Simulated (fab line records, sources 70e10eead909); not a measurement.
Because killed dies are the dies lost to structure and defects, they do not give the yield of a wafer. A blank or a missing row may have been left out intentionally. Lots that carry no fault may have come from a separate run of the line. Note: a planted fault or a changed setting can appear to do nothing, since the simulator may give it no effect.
A struck lot beside a sound one / flow nand-harc / 15 out of 1302 route steps
Sound: these wafers, L180.1, L180.2, L180.3. Struck: wafer L195.2; the same lot's L195.6 was not struck, so it is left out; see the end for the cause.
Each step with rows lists, per side, the tool, then ch with its chambers, then its first start. Under that, the readings that differ: sound wafers / struck wafers / difference of the means / sigmas: that difference in standard deviations of wafers without a fault.
alike: same words and numbers on both sides, and readings whose means sit less than 2 such deviations apart. not compared: any withheld reading, any reading some wafer has no value for, any bound like >300 that may hide the same value, and any number with overlapping values for which the record gives no deviation.
Wherever a step has rows on one side only, a row that says differs or no value, or a row with sigmas, the two part there. Numbers that don't overlap but have no deviation are shown without sigmas and don't part them. A reading missing from all wafers of one side parts the sides only when that side holds two or more wafers.

first, 1 step without rows for these wafers: NHARC_A_DECK1_JOINT_SRD_15.
NHARC_A_DECK1_JOINT_DEP_16: deposits SiO2, target thk 45 nm.
  sound on pecvd-04 ch 0,1,2, day 12 22:06; struck on pecvd-02 ch 0, day 19 08:23
  alike: chamber-pressure-Torr, heater-power-w, throttle-valve-pct
NHARC_A_DECK1_JOINT_THK_MEAS_17: measures by ellipsometry.
  sound on film-metro-01, day 12 22:23; struck on film-metro-02, day 19 08:37
  alike: thk-nm
NHARC_A_DECK1_JOINT_INSPECT_05:
  sound on defect-inspect-01, day 12 22:25; struck on defect-inspect-01, day 19 08:38
  alike: raw-defect-count
then NHARC_A_ONON_D2_DEP_00 (target thk 1000 nm), 1 step lacking rows for these wafers.
NHARC_A_ONON_D2_THK_MEAS_02: measures by ellipsometry.
  sound on film-metro-01, day 12 22:59; struck on film-metro-01, day 19 09:13
  alike: thk-nm
then NHARC_A_ONON_D2_DEP_03 (target thk 1000 nm), 1 step lacking rows for these wafers.
NHARC_A_ONON_D2_THK_MEAS_05: measures by ellipsometry.
  sound on film-metro-02, day 12 23:34; struck on film-metro-01, day 19 09:47
  alike: thk-nm
then NHARC_A_ONON_D2_DEP_06 (target thk 1000 nm), 1 step lacking rows for these wafers.
NHARC_A_ONON_D2_THK_MEAS_08: measures by ellipsometry.
  sound on film-metro-01, day 13 00:07; struck on film-metro-01, day 19 10:21
  alike: thk-nm
then NHARC_A_ONON_D2_DEP_09 (target thk 1000 nm), 1 step lacking rows for these wafers.
NHARC_A_ONON_D2_THK_MEAS_11: measures by ellipsometry.
  sound on film-metro-01, day 13 00:41; struck on film-metro-02, day 19 10:55
  alike: thk-nm
NHARC_A_ONON_D2_DEP_12: target thk 1000 nm.
  sound on pecvd-onon-03 ch 0, day 13 00:44; struck on pecvd-onon-04 ch 0, day 19 11:08
NHARC_A_ONON_D2_THK_MEAS_14: measures by ellipsometry.
  sound on film-metro-01, day 13 01:15; struck on film-metro-01, day 19 11:35
reading=thk-nm (nm); sound=1019 1017 1020; struck=1543; difference=+524; sigmas=+60
then, 1 step without rows for these wafers: NHARC_A_ONON_D2_ANNEAL_15 (time 3600 s).

== WHERE THEY PART ==
NHARC_A_ONON_D2_THK_MEAS_14 only, going by this record.

WHY: what the simulator had put in
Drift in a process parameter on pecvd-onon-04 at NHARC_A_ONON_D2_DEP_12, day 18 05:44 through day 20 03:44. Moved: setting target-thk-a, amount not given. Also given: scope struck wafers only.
